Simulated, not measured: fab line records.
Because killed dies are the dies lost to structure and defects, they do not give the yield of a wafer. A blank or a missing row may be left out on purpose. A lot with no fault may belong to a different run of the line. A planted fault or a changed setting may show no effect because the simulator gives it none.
Matching of chambers | flow nandHarc | 4 sister chambers for NHARC_A_BONDPAD_CMP_29 on cmp-03
The step polishes SiCN, target thk 200 nm. 4 wafers are shown with their chamber, then 7 later ones without.

## EACH WAFER AND ITS CHAMBER
wafer  | chamber | motorCurrentA (A)
L076.4 | 3       | 12.1
L081.5 | 2       | 10.6
L086.1 | 0       | 10.5
L086.2 | 1       | 10.8

## WAFERS WITH NO CHAMBER GIVEN
wafer  | motorCurrentA (A)
L086.3 | 12.5
L091.1 | 12.3
L091.3 | 10.8
L091.5 | 10.5
L089.1 | 10.4
L089.3 | 13.0
L089.6 | 11.2

## CHAMBER TAKEN BY EACH
wafer  | from the rows above               | in truth
L086.3 | 3                                 | 3
L091.1 | 3                                 | 3
L091.3 | can't be placed: 1 or 2 or 0      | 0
L091.5 | can't be placed: 0 or 2 or 1      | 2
L089.1 | can't be placed: 0 or 2 or 1      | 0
L089.3 | 3                                 | 3
L089.6 | can't be placed: 1 or 2 or 0 or 3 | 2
Correctly placed: 3 of 7. Not placeable from these rows: 4 (in 4, the candidates include the true chamber). Wrongly placed: 0.
How it was worked out, from the rows above alone: a wafer's distance from a chamber is the root of the sum, over the readings, of the square of ((its reading less the chamber's mean) divided by the reading's scatter). If the next closest chamber is less than 2 further off than the closest, the wafer can't be placed; otherwise it belongs to the closest. The mean given for a chamber averages the wafers shown for that chamber. The scatter: root of mean squared gap, hidden wafer to nearest shown wafer, with one shown wafer a chamber.
